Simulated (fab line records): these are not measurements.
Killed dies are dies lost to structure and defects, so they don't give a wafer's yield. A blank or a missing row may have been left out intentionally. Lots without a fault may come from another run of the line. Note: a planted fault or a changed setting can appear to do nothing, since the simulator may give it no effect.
Matching of chambers    flow n5-finfet    3 sister chambers for N5_BEOL_M1_DESCUM_16 on rie-diel-06
The step chemistry O2, time 7 s. 3 wafers are shown with their chamber, then 7 later ones without.

WAFERS PAIRED WITH THEIR CHAMBERS
wafer   chamber  showerhead-plenum-p-Torr (Torr)
L086.3  1        2.04
L086.4  2        2.22
L091.1  0        2.01

WAFERS MISSING THEIR CHAMBER
wafer   showerhead-plenum-p-Torr (Torr)
L091.3  2.04
L091.5  2.01
L092.1  2.22
L092.2  2.01
L096.1  2.01
L096.2  2.03
L096.5  2.03

CHAMBER TAKEN BY EACH
wafer   from the rows above      in truth
L091.3  1                        1
L091.5  0                        0
L092.1  2                        2
L092.2  0                        0
L096.1  0                        0
L096.2  can't be placed: 1 or 0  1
L096.5  can't be placed: 1 or 0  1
5 of 7 placed correctly. Cannot be placed on the basis of these rows: 2; the candidates contain the true chamber in 2. 0 placed wrongly.
How it was worked out, from the rows above alone: a wafer's distance from a chamber is the root of the sum, over the readings, of the square of ((its reading less the chamber's mean) divided by the reading's scatter). The wafer belongs to the nearest chamber; if the next one is less than 2 further off, it can't be placed. A chamber's mean is the mean of its shown wafers. The scatter: root of mean squared gap, hidden wafer to nearest shown wafer, with one shown wafer a chamber.
